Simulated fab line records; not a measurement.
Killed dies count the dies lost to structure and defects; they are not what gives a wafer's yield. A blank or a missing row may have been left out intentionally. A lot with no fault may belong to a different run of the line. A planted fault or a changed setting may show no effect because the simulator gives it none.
fab line records	flow n5_finfet
record lots=7	wafers=21
route steps=1938 shown BEOL_M1@755 BEOL_M2@879 BEOL_M3@980 BEOL_M4@1028 BEOL_M5@1120 BEOL_M6@1239 BEOL_M8@1335
start_h: the number of hours between the record's first day and the start of the first shown wafer of the lot	wait_h: how many hours have passed since the lot's step before this one	" same as the row above	L1.1+2: one row covering several wafers at once	- value missing, or start not given	* or withheld: withheld	< > ~ a bound
route shown NAME@n: names a module that has steps shown in the file, with the first one's number in the route	usual: the fault-free wafers' mean and standard deviation	same: alike in all rows	chamber/n: place in a boat	sites: per-site readings	_std_site: standard deviation of those values	_edge_site: mean of outer sites minus mean of inner sites	radius_mm: for every site, how far away it sits from the centre of the wafer	mask NAME#n: copy n	behind: the most recent tool/chamber to have shaped the wafer	hold: cause of the lot's hold/its duration in hours/its outcome	device: the n, p or np transistor that did not switch	end of line: tests of these same wafers at the route's end	where a step has no rows: the recipe by itself	killed: dies lost to structure and defects at the first sort, not the wafer's yield	map: a wafer's dies, x killed, . not, _ none there
set.NAME: the run value of the setting; set.NAME@STEP: its run value at that earlier step	model.NAME: the simulator's own value behind a step, which no gauge read
lots where settings were altered on purpose, with a table for each step and a row for each wafer
## steps
# step N5_BEOL_M1_COAT_61
# recipe resist=SOC	temp_c=250	time_s=60	spin_rpm=1500	resist_thk_nm=60
lot.wafer	tool	chamber	start_h	wait_h	set.spin_rpm	model.SOC_of_BEOL_M1_COAT_61.thk_nm
L082.1	litho_track-01	0	174.92	0.1	1500	60
L082.4+5	"	0	"	"	1500	59.8
L083.1	litho_track-04	0	178.27	0.1	1500	60
L083.3	"	0	"	"	1579	58.4
L083.4	"	0	"	"	1579	58.6
L084.1	litho_track-05	0	194.31	0.1	1398	62.2
L084.2	"	0	"	"	1500	59.8
L084.6	"	0	"	"	1500	60
L085.1+4	litho_track-04	0	197.11	0.1	1500	60.2
L085.2	"	0	"	"	1336	63.6
L087.1+2+5	litho_track-01	0	214.55	0.1	1500	60
L095.1	litho_track-01	0	256.15	0.1	1500	60
L095.3	"	0	"	"	1500	60.2
L095.6	"	0	"	"	1500	59.8
L097.1+4	litho_track-04	0	263.01	0.1	1457	60.8
L097.2	"	0	"	"	1500	59.8
# step N5_BEOL_M1_COAT_62
# recipe resist=SiARC	temp_c=220	time_s=60	spin_rpm=1500	resist_thk_nm=12
# step N5_BEOL_M1_COAT_73
# recipe resist=underlayer	temp_c=205	time_s=60	spin_rpm=1500	resist_thk_nm=5
# step N5_BEOL_M1_ETCH_74
# recipe chemistry=N2/H2	target=underlayer	target_depth_a=65	mask_material=CAR-EUV	time_s=5.2	ion_energy_ev=200	pressure_mtorr=30	source_w=840	bias_w=150	n2_flow_sccm=200	h2_flow_sccm=200	ends=cleared
# step N5_BEOL_M1_ETCH_63
# recipe chemistry=CF4	target=SiARC	target_depth_a=156	mask_material=CAR-EUV	time_s=26	ion_energy_ev=80	pressure_mtorr=40	source_w=545	bias_w=36	Ar_flow_sccm=100	cf4_flow_sccm=100	ends=cleared
# step N5_BEOL_M1_ETCH_64
# recipe chemistry=N2/H2	target=SOC	target_depth_a=750	overetch_a=150	mask_material=SiARC	temp_c=40	time_s=112.5	ion_energy_ev=200	pressure_mtorr=30	source_w=840	bias_w=150	n2_flow_sccm=200	h2_flow_sccm=200
lot.wafer	tool	chamber	start_h	wait_h	set.spin_rpm@BEOL_M1_COAT_61	model.etch.depth_nm
L082.1	rie_diel-04	0	175.51	0.0	1500	60.05
L082.4	"	1	"	"	1500	59.77
L082.5	"	3	"	"	1500	59.8
L083.1	rie_diel-02	0	179.05	0.0	1500	60.02
L083.3	"	3	"	"	1579	58.38
L083.4	"	1	"	"	1579	58.56
L084.1	rie_diel-05	3	194.92	0.0	1398	62.14
L084.2	"	1	"	"	1500	59.86
L084.6	"	3	"	"	1500	60.01
L085.1	rie_diel-02	0	197.70	0.0	1500	60.13
L085.2	"	3	"	"	1336	63.65
L085.4	"	1	"	"	1500	60.17
L087.1	rie_diel-05	0	215.25	0.0	1500	60.09
L087.2	"	1	"	"	1500	59.96
L087.5	"	1	"	"	1500	60.01
L095.1	rie_diel-05	0	256.77	0.0	1500	59.94
L095.3	"	1	"	"	1500	60.19
L095.6	"	2	"	"	1500	59.79
L097.1	rie_diel-05	0	263.61	0.0	1457	60.72
L097.2	"	2	"	"	1500	59.83
L097.4	"	3	"	"	1457	60.87
# step N5_BEOL_M1_STRIP_65
# recipe chemistry=N2/H2	temp_c=40	n2_flow_sccm=200	h2_flow_sccm=200	rf_frequency_hz=6e+07
# step N5_BEOL_M1_STRIP_75
# recipe chemistry=N2/H2	temp_c=40	n2_flow_sccm=200	h2_flow_sccm=200	rf_frequency_hz=6e+07
# step N5_BEOL_M1_STRIP_66
# recipe chemistry=CF4	resist=SiARC	power_w=300	bias_power_w=75	pressure_mtorr=50	cf4_flow_sccm=150	rf_frequency_hz=6e+07
# step N5_BEOL_M1_HM_OPEN_17
# recipe chemistry=Cl2/BCl3	target_depth_a=200	overetch_a=60	target=TiN	mask_material=SOC	ion_energy_ev=150	pressure_mtorr=10	icp_w=1000	bias_w=126	Cl2_flow_sccm=53.25	bcl3_flow_sccm=21.75	Ar_flow_sccm=25
lot.wafer	tool	chamber	start_h	wait_h	set.spin_rpm@BEOL_M1_COAT_61	model.SOC_of_BEOL_M1_COAT_61.thk_nm
L082.1	rie_metal-03	1	175.68	0.0	1500	52.4
L082.4	"	1	"	"	1500	52.2
L082.5	"	0	"	"	1500	51.8
L083.1	rie_metal-03	1	179.22	0.0	1500	52.4
L083.3	"	1	"	"	1579	50.8
L083.4	"	0	"	"	1579	50.6
L084.1	rie_metal-02	1	195.08	0.0	1398	54.4
L084.2	"	0	"	"	1500	51.8
L084.6	"	1	"	"	1500	52.2
L085.1	rie_metal-02	0	197.87	0.0	1500	52
L085.2	"	1	"	"	1336	55.8
L085.4	"	1	"	"	1500	52.4
L087.1	rie_metal-02	0	215.43	0.0	1500	52
L087.2	"	1	"	"	1500	52.2
L087.5	"	0	"	"	1500	51.8
L095.1	rie_metal-02	0	256.99	0.1	1500	51.8
L095.3	"	0	"	"	1500	52
L095.6	"	0	"	"	1500	51.6
L097.1	rie_metal-02	1	263.78	0.0	1457	52.8
L097.2	"	0	"	"	1500	51.6
L097.4	"	0	"	"	1457	52.6
# step N5_BEOL_M1_STRIP_19
# recipe chemistry=O2	power_w=400	temp_c=40	pressure_mtorr=30	rf_frequency_hz=6e+07	bias_power_w=0	overash_fraction=0.2	o2_flow_sccm=225
# step N5_BEOL_M1_STRIP_97
# recipe chemistry=N2/H2	time_s=10	power_w=450	temp_c=40	pressure_mtorr=20	rf_frequency_hz=6e+07	bias_power_w=7	n2_flow_sccm=200	h2_flow_sccm=200
# step N5_BEOL_M1_HM_STRIP_39
# recipe chemistry=peroxide_tin_strip	material=TiN	target_depth_a=250	temp_c=50	time_s=158
lot.wafer	tool	chamber	start_h	wait_h	set.time_s@BEOL_M1_PECVD_72	model.SiO2_of_BEOL_M1_PECVD_72.thk_nm
L082.1+4+5	wet_bench-02	6,3,0	178.24	0.0	18	15.8
L083.1	wet_bench-06	0	181.80	0.0	17.25	15
L083.3	"	2	"	"	18	15.8
L083.4	"	3	"	"	18	16
L084.1	wet_bench-02	5	197.16	0.0	18	15.6
L084.2	"	1	"	"	18	15.4
L084.6	"	4	"	"	18	15.8
L085.1	wet_bench-01	6	207.81	0.0	19.84	17.2
L085.2	"	2	"	"	18	16
L085.4	"	5	"	"	19.84	17.8
L087.1	wet_bench-02	3	227.90	0.0	15.91	14
L087.2	"	6	"	"	18	15.6
L087.5	"	4	"	"	15.91	13.8
L095.1	wet_bench-01	4	262.82	0.0	18	15.8
L095.3	"	6	"	"	17.21	15.2
L095.6	"	1	"	"	17.21	15.4
L097.1	wet_bench-01	6	271.53	0.0	16.14	13.6
L097.2	"	1	"	"	18	15.4
L097.4	"	5	"	"	16.14	14.2
# step N5_BEOL_M2_DESCUM_33
# recipe chemistry=O2	time_s=7	source_power_w=50	bias_power_w=20	pressure_mtorr=20	rf_frequency_hz=2.712e+07	temp_c=40	resist=CAR-EUV	o2_flow_sccm=225
lot.wafer	tool	chamber	start_h	wait_h	set.time_s	model.CAR-EUV_of_BEOL_M2_COAT_22.thk_nm
L082.1+4+5	rie_diel-03	2,3,2	185.94	0.1	7	26.2
L083.1+3+4	rie_diel-01	3,1,2	189.60	0.0	7	26
L084.1+2	rie_diel-06	1,0	202.97	0.0	7	26
L084.6	"	3	"	"	5.589	26.8
L085.1	rie_diel-03	0	213.80	0.1	8.482	25.2
L085.2	"	2	"	"	8.482	25.4
L085.4	"	3	"	"	7	26
L087.1	rie_diel-06	0	236.20	0.0	7	26
L087.2+5	"	2	"	"	7.874	25.6
L095.1+3	rie_diel-06	1,3	276.33	0.0	6.122	26.6
L095.6	"	3	"	"	7	26.2
L097.1	rie_diel-03	0	281.72	0.0	5.927	26.6
L097.2	"	2	"	"	7	26.2
L097.4	"	1	"	"	7	26
# step N5_BEOL_M2_ETCH_77
# recipe chemistry=N2/H2	target=underlayer	target_depth_a=65	mask_material=CAR-EUV	time_s=5.2	ion_energy_ev=200	pressure_mtorr=30	source_w=840	bias_w=150	n2_flow_sccm=200	h2_flow_sccm=200	ends=cleared
lot.wafer	tool	chamber	start_h	wait_h	set.time_s@BEOL_M2_DESCUM_33	model.CAR-EUV_of_BEOL_M2_COAT_22.thk_nm
L082.1+4+5	rie_diel-03	2,3,2	185.97	0.0	7	20.4
L083.1+3	rie_diel-01	3,1	189.63	0.0	7	20.4
L083.4	"	2	"	"	7	20.2
L084.1	rie_diel-06	1	203.00	0.0	7	20.2
L084.2	"	0	"	"	7	20
L084.6	"	3	"	"	5.589	21
L085.1	rie_diel-03	0	213.84	0.0	8.482	19.4
L085.2	"	2	"	"	8.482	19.6
L085.4	"	3	"	"	7	20.4
L087.1	rie_diel-06	0	236.23	0.0	7	20.2
L087.2+5	"	2	"	"	7.874	19.8
L095.1+3	rie_diel-06	1,3	276.36	0.0	6.122	20.8
L095.6	"	3	"	"	7	20.4
L097.1	rie_diel-03	0	281.75	0.0	5.927	20.8
L097.2	"	2	"	"	7	20.4
L097.4	"	1	"	"	7	20.2
# step N5_BEOL_M2_ETCH_69
# recipe chemistry=CF4	target=SiARC	target_depth_a=156	mask_material=CAR-EUV	time_s=26	ion_energy_ev=80	pressure_mtorr=40	source_w=545	bias_w=36	Ar_flow_sccm=100	cf4_flow_sccm=100	ends=cleared
lot.wafer	tool	chamber	start_h	wait_h	set.time_s@BEOL_M2_DESCUM_33	model.CAR-EUV_of_BEOL_M2_COAT_22.thk_nm
L082.1+4+5	rie_diel-03	2,3,2	185.99	0.0	7	11.2
L083.1+3	rie_diel-01	3,1	189.65	0.0	7	11.2
L083.4	"	2	"	"	7	11
L084.1	rie_diel-06	1	203.02	0.0	7	11
L084.2	"	0	"	"	7	10.8
L084.6	"	3	"	"	5.589	11.8
L085.1	rie_diel-03	0	213.86	0.0	8.482	10.2
L085.2	"	2	"	"	8.482	10.4
L085.4	"	3	"	"	7	11.2
L087.1	rie_diel-06	0	236.25	0.0	7	11
L087.2+5	"	2	"	"	7.874	10.6
L095.1	rie_diel-06	1	276.38	0.0	6.122	11.6
L095.3	"	3	"	"	6.122	11.8
L095.6	"	3	"	"	7	11.2
L097.1	rie_diel-03	0	281.77	0.0	5.927	11.6
L097.2	"	2	"	"	7	11.2
L097.4	"	1	"	"	7	11
# step N5_BEOL_M2_TRENCH_ETCH_37
# recipe chemistry=C4F6/O2	target_depth_a=555.55	target=SiOC	time_s=29.2	ion_energy_ev=250	pressure_mtorr=30	source_w=355	bias_w=185	Ar_flow_sccm=300	C4F6_flow_sccm=10	O2_flow_sccm=10
# usual rf_vpp_V=660/17
lot.wafer	tool	chamber	start_h	wait_h	set.source_w	rf_vpp_V
L082.1	rie_diel-01	2	-	-	355	664
L082.4	"	3	"	"	355	681
L082.5	"	0	"	"	355	673
L083.1	rie_diel-06	3	-	-	355	669
L083.3	"	1	"	"	355	681
L083.4	"	2	"	"	355	646
L084.1	rie_diel-03	3	-	-	355	666
L084.2	"	0	"	"	355	625
L084.6	"	0	"	"	355	625
L085.1	rie_diel-03	0	-	-	403.7	585
L085.2	"	3	"	"	355	665
L085.4	"	1	"	"	355	659
L087.1	rie_diel-01	1	-	-	355	670
L087.2	"	0	"	"	355	671
L087.5	"	0	"	"	355	672
L095.1	rie_diel-06	1	-	-	355	681
L095.3	"	3	"	"	355	667
L095.6	"	2	"	"	417	594
L097.1	rie_diel-06	3	-	-	355	667
L097.2	"	1	"	"	381.1	655
L097.4	"	0	"	"	381.1	610
# step N5_BEOL_M3_TRENCH_ETCH_37
# recipe chemistry=C4F6/O2	target_depth_a=555.55	target=SiOC	time_s=29.2	ion_energy_ev=250	pressure_mtorr=30	source_w=355	bias_w=185	Ar_flow_sccm=300	C4F6_flow_sccm=10	O2_flow_sccm=10
lot.wafer	tool	chamber	start_h	wait_h	set.time_s	model.BEOL_M3.feature_depth_nm	model.etch.depth_nm
L083.1	rie_diel-02	0	-	-	29.2	52.6	52.61
L083.3	"	1	"	"	29.2	52.8	52.72
L083.4	"	3	"	"	33.08	63	62.92
L082.1	rie_diel-05	3	-	-	29.2	56.2	56.26
L082.4	"	2	"	"	29.2	54.4	54.44
L082.5	"	3	"	"	29.2	56	56.04
L084.1	rie_diel-02	1	-	-	29.2	53.2	53.24
L084.2	"	3	"	"	29.2	55.6	55.67
L084.6	"	0	"	"	29.2	53.6	53.53
L085.1	rie_diel-02	1	-	-	29.2	53.6	53.66
L085.2	"	2	"	"	29.2	57.8	57.83
L085.4	"	3	"	"	29.2	55.6	55.56
L087.1	rie_diel-04	2	-	-	29.2	56.4	56.38
L087.2	"	0	"	"	29.2	54.2	54.21
L087.5	"	2	"	"	33.68	64.8	64.76
L095.1	rie_diel-02	1	-	-	24.14	45	44.94
L095.3	"	3	"	"	29.2	55.4	55.42
L095.6	"	1	"	"	29.2	54	54.01
L097.1	rie_diel-04	3	-	-	24.36	46.6	46.58
L097.2	"	2	"	"	29.2	56.2	56.12
L097.4	"	0	"	"	24.36	45.8	45.8
# step N5_BEOL_M3_ETCH_41
# recipe chemistry=CH3F/O2	target=SiCN	target_depth_a=299	taper_deg=2	time_s=52.5	ion_energy_ev=120	mask_material=TiN	pressure_mtorr=30	source_w=395	bias_w=75	Ar_flow_sccm=150	CH3F_flow_sccm=30	O2_flow_sccm=20
# step N5_BEOL_M3_STRIP_97
# recipe chemistry=N2/H2	time_s=10	power_w=450	temp_c=40	pressure_mtorr=20	rf_frequency_hz=6e+07	bias_power_w=7	n2_flow_sccm=200	h2_flow_sccm=200
# step N5_BEOL_M3_OCD_MEAS_38
# usual trench_depth_nm=54.9/1.3
lot.wafer	tool	chamber	start_h	wait_h	set.time_s@BEOL_M3_TRENCH_ETCH_37	trench_depth_nm
L083.1	ocd-01	-	207.40	-	29.2	52.6
L083.3	"	-	"	"	29.2	52.4
L083.4	"	-	"	"	33.08	63.0
L082.1	ocd-02	-	207.53	-	29.2	56.2
L082.4	"	-	"	"	29.2	54.6
L082.5	"	-	"	"	29.2	55.4
L084.1	ocd-01	-	218.95	-	29.2	53.1
L084.2	"	-	"	"	29.2	55.8
L084.6	"	-	"	"	29.2	53.8
L085.1	ocd-02	-	231.28	-	29.2	53.3
L085.2	"	-	"	"	29.2	58.3
L085.4	"	-	"	"	29.2	55.9
L087.1	ocd-02	-	252.59	-	29.2	56.3
L087.2	"	-	"	"	29.2	54.6
L087.5	"	-	"	"	33.68	65.2
L095.1	ocd-02	-	297.03	-	24.14	44.9
L095.3	"	-	"	"	29.2	55.3
L095.6	"	-	"	"	29.2	54.1
L097.1	ocd-01	-	305.74	-	24.36	46.2
L097.2	"	-	"	"	29.2	56.2
L097.4	"	-	"	"	24.36	45.7
# step N5_BEOL_M4_COAT_05
# recipe resist=CAR-EUV	spin_rpm=1500	resist_thk_nm=30
lot.wafer	tool	chamber	start_h	wait_h	set.spin_rpm	model.CAR-EUV_of_BEOL_M4_COAT_05.thk_nm
L083.1	litho_track-05	0	-	-	1500	30
L083.3+4	"	0	"	"	1657	28.4
L082.1+4+5	litho_track-04	0	-	-	1500	30
L084.1	litho_track-05	0	-	-	1500	30
L084.2	"	0	"	"	1500	29.8
L084.6	"	0	"	"	1457	30.4
L085.1	litho_track-02	0	-	-	1632	29
L085.2	"	0	"	"	1500	30.2
L085.4	"	0	"	"	1500	30
L087.1	litho_track-04	0	-	-	1500	30
L087.2	"	0	"	"	1390	31.4
L087.5	"	0	"	"	1390	31.2
L095.1+6	litho_track-04	0	-	-	1500	30.2
L095.3	"	0	"	"	1654	28.8
L097.1+2+4	litho_track-04	0	-	-	1500	30
# step N5_BEOL_M4_EBR_07
# recipe solvent=PGMEA	ebr_width_mm=1.5
# step N5_BEOL_M4_SOFTBAKE_06
# recipe temp_c=110	time_s=60	resist=CAR-EUV
# step N5_BEOL_M4_DESCUM_16
# recipe chemistry=O2	time_s=7	source_power_w=50	bias_power_w=20	pressure_mtorr=20	rf_frequency_hz=2.712e+07	temp_c=40	resist=CAR-EUV	o2_flow_sccm=225
# step N5_BEOL_M4_ETCH_74
# recipe chemistry=N2/H2	target=underlayer	target_depth_a=65	mask_material=CAR-EUV	time_s=5.2	ion_energy_ev=200	pressure_mtorr=30	source_w=840	bias_w=150	n2_flow_sccm=200	h2_flow_sccm=200	ends=cleared
lot.wafer	tool	chamber	start_h	wait_h	set.spin_rpm@BEOL_M4_COAT_05	model.CAR-EUV_of_BEOL_M4_COAT_05.thk_nm
L083.1	rie_diel-01	0	212.45	0.0	1500	20.4
L083.3+4	"	3,2	"	"	1657	18.8
L082.1	rie_diel-06	2	212.56	0.0	1500	20.2
L082.4+5	"	3,1	"	"	1500	20.4
L084.1	rie_diel-06	3	225.76	0.0	1500	20.4
L084.2	"	0	"	"	1500	20
L084.6	"	3	"	"	1457	20.8
L085.1	rie_diel-01	2	236.06	0.0	1632	19.2
L085.2+4	"	0,1	"	"	1500	20.6
L087.1	rie_diel-01	0	260.08	0.0	1500	20.4
L087.2	"	1	"	"	1390	21.8
L087.5	"	2	"	"	1390	21.6
L095.1	rie_diel-03	0	303.84	0.0	1500	20.4
L095.3	"	1	"	"	1654	19
L095.6	"	2	"	"	1500	20.6
L097.1+4	rie_diel-06	0	311.10	0.0	1500	20.2
L097.2	"	1	"	"	1500	20.4
# step N5_BEOL_M5_COAT_05
# recipe resist=CAR-EUV	spin_rpm=1500	resist_thk_nm=30
lot.wafer	tool	chamber	start_h	wait_h	set.spin_rpm	model.CAR-EUV_of_BEOL_M5_COAT_05.thk_nm
L083.1+3+4	litho_track-02	0	-	-	1500	30.2
L082.1+4+5	litho_track-02	0	-	-	1500	30
L084.1	litho_track-02	0	-	-	1500	30
L084.2+6	"	0	"	"	1500	30.2
L085.1	litho_track-02	0	-	-	1391	31.2
L085.2	"	0	"	"	1391	31.4
L085.4	"	0	"	"	1500	30.2
L087.1+2+5	litho_track-03	0	-	-	1500	30
L095.1	litho_track-01	0	-	-	1656	28.4
L095.3	"	0	"	"	1500	30
L095.6	"	0	"	"	1656	28.6
L097.1+2	litho_track-03	0	-	-	1500	30
L097.4	"	0	"	"	1417	30.8
# step N5_BEOL_M5_EBR_07
# recipe solvent=PGMEA	ebr_width_mm=1.5
# step N5_BEOL_M5_SOFTBAKE_06
# recipe temp_c=110	time_s=60	resist=CAR-EUV
# step N5_BEOL_M5_EXPOSE_08
# recipe mask_id=M5	na=0.33	source_shape=annular	sigma_inner=0.4	sigma_outer=0.8	polarization=unpolarized	target_cd_nm=28	dose_mj=35.75
# step N5_BEOL_M5_PEB_09
# recipe peb_temp_c=100	peb_time_s=60	resist=CAR-EUV
# step N5_BEOL_M5_DEVELOP_10
# recipe develop_time_s=30	developer=TMAH	resist=CAR-EUV	rinse_liquid=surfactant_rinse	dry=air_spin	dev_temp_c=23
lot.wafer	tool	chamber	start_h	wait_h	set.spin_rpm@BEOL_M5_COAT_05	model.CAR-EUV_of_BEOL_M5_COAT_05.thk_nm
L083.1+3+4	litho_track-02	0	-	-	1500	29.8
L082.1+4+5	litho_track-03	0	-	-	1500	29.6
L084.1	litho_track-01	0	-	-	1500	29.6
L084.2+6	"	0	"	"	1500	29.8
L085.1+2	litho_track-01	0	-	-	1391	30.8
L085.4	"	0	"	"	1500	29.6
L087.1+5	litho_track-03	0	-	-	1500	29.6
L087.2	"	0	"	"	1500	29.4
L095.1+6	litho_track-02	0	-	-	1656	28
L095.3	"	0	"	"	1500	29.4
L097.1+2	litho_track-03	0	-	-	1500	29.6
L097.4	"	0	"	"	1417	30.4
# step N5_BEOL_M6_TRENCH_ETCH_37
# recipe chemistry=C4F6/O2	target_depth_a=944.35	target=SiCOH_lowk	time_s=31.5	ion_energy_ev=250	pressure_mtorr=30	source_w=345	bias_w=185	Ar_flow_sccm=300	C4F6_flow_sccm=10	O2_flow_sccm=10
# usual rf_vpp_V=662/16
lot.wafer	tool	chamber	start_h	wait_h	set.source_w	rf_vpp_V
L083.1	rie_diel-06	2	-	-	345	645
L083.3	"	3	"	"	345	668
L083.4	"	3	"	"	318.1	697
L082.1	rie_diel-03	3	-	-	345	664
L082.4	"	0	"	"	345	624
L082.5	"	1	"	"	345	659
L084.1	rie_diel-06	3	-	-	345	668
L084.2	"	0	"	"	345	632
L084.6	"	1	"	"	290.7	741
L085.1	rie_diel-01	0	-	-	345	672
L085.2	"	2	"	"	398.8	618
L085.4	"	0	"	"	345	671
L087.1	rie_diel-06	0	-	-	392	593
L087.2	"	3	"	"	345	668
L087.5	"	2	"	"	392	604
L095.1	rie_diel-01	2	-	-	371.3	639
L095.3	"	0	"	"	371.3	648
L095.6	"	0	"	"	371.3	646
L097.1	rie_diel-01	2	-	-	345	664
L097.2	"	1	"	"	379.3	638
L097.4	"	1	"	"	345	668
# step N5_BEOL_M8_PECVD_70
# recipe material=SiO2	target_thk_a=200	temp_c=400	precursor=TEOS/O2	pressure_torr=5.5	rf_w=450	teos_flow_sccm=53.8	gas=O2	flow_sccm=3000	time_s=22.7
lot.wafer	tool	chamber	start_h	wait_h	set.temp_c	model.SiO2_of_BEOL_M8_PECVD_70.thk_nm
L083.1	pecvd-03	2	247.66	0.0	400	20.2
L083.3	"	1	"	"	400	19.8
L083.4	"	0	"	"	400	20
L082.1	pecvd-02	0	247.90	0.0	400	20.2
L082.4	"	0	"	"	400	20
L082.5	"	2	"	"	400	20.4
L084.1	pecvd-02	1	266.34	0.0	400	20.8
L084.2	"	0	"	"	400	20.2
L084.6	"	2	"	"	400	20.4
L085.1	pecvd-02	2	270.56	0.0	400	19.6
L085.2	"	1	"	"	384.9	22.2
L085.4	"	2	"	"	400	20
L087.1	pecvd-03	2	299.47	0.0	400	19.6
L087.2	"	1	"	"	387.9	21.2
L087.5	"	0	"	"	387.9	21.6
L095.1	pecvd-01	2	342.55	0.0	400	19.6
L095.3	"	1	"	"	400	20.4
L095.6	"	2	"	"	382.3	22.6
L097.1	pecvd-01	2	352.29	0.0	400	19.6
L097.2	"	1	"	"	400	20.4
L097.4	"	2	"	"	400	20.2
## key
split step=N5_BEOL_M1_COAT_61	setting=spin_rpm	stated=1500	by=wafer
response step=N5_BEOL_M1_COAT_61	reading=model.SOC_of_BEOL_M1_COAT_61.thk_nm	change=-0.315	per=1%	r=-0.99
response step=N5_BEOL_M1_ETCH_64	reading=model.etch.depth_nm	change=-0.318	per=1%	r=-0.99
response step=N5_BEOL_M1_HM_OPEN_17	reading=model.SOC_of_BEOL_M1_COAT_61.thk_nm	change=-0.336	per=1%	r=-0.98
split step=N5_BEOL_M2_DESCUM_33	setting=time_s	stated=7	by=wafer
response step=N5_BEOL_M2_DESCUM_33	reading=model.CAR-EUV_of_BEOL_M2_COAT_22.thk_nm	change=-0.0347	per=1%	r=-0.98
response step=N5_BEOL_M2_ETCH_77	reading=model.CAR-EUV_of_BEOL_M2_COAT_22.thk_nm	change=-0.0391	per=1%	r=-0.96
response step=N5_BEOL_M2_ETCH_69	reading=model.CAR-EUV_of_BEOL_M2_COAT_22.thk_nm	change=-0.04	per=1%	r=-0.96
split step=N5_BEOL_M2_TRENCH_ETCH_37	setting=source_w	stated=355	by=wafer
response step=N5_BEOL_M2_TRENCH_ETCH_37	reading=rf_vpp_V	change=-4.97	per=1%	r=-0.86
split step=N5_BEOL_M3_TRENCH_ETCH_37	setting=time_s	stated=29.2	by=wafer
response step=N5_BEOL_M3_TRENCH_ETCH_37	reading=model.BEOL_M3.feature_depth_nm	change=+0.625	per=1%	r=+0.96
response step=N5_BEOL_M3_TRENCH_ETCH_37	reading=model.etch.depth_nm	change=+0.624	per=1%	r=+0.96
response step=N5_BEOL_M3_OCD_MEAS_38	reading=trench_depth_nm	change=+0.638	per=1%	r=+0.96
split step=N5_BEOL_M4_COAT_05	setting=spin_rpm	stated=1500	by=wafer
response step=N5_BEOL_M4_COAT_05	reading=model.CAR-EUV_of_BEOL_M4_COAT_05.thk_nm	change=-0.146	per=1%	r=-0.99
response step=N5_BEOL_M4_ETCH_74	reading=model.CAR-EUV_of_BEOL_M4_COAT_05.thk_nm	change=-0.157	per=1%	r=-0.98
split step=N5_BEOL_M5_COAT_05	setting=spin_rpm	stated=1500	by=wafer
response step=N5_BEOL_M5_COAT_05	reading=model.CAR-EUV_of_BEOL_M5_COAT_05.thk_nm	change=-0.146	per=1%	r=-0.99
response step=N5_BEOL_M5_DEVELOP_10	reading=model.CAR-EUV_of_BEOL_M5_COAT_05.thk_nm	change=-0.145	per=1%	r=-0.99
split step=N5_BEOL_M6_TRENCH_ETCH_37	setting=source_w	stated=345	by=wafer
response step=N5_BEOL_M6_TRENCH_ETCH_37	reading=rf_vpp_V	change=-4.56	per=1%	r=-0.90
split step=N5_BEOL_M8_PECVD_70	setting=temp_c	stated=400	by=wafer
response step=N5_BEOL_M8_PECVD_70	reading=model.SiO2_of_BEOL_M8_PECVD_70.thk_nm	change=-0.605	per=1%	r=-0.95
split outside_this_file step=N5_BEOL_M1_PECVD_72 setting=time_s
# split outside_this_file: this setting was split too, and the file shows its column; the key of that split is in another file
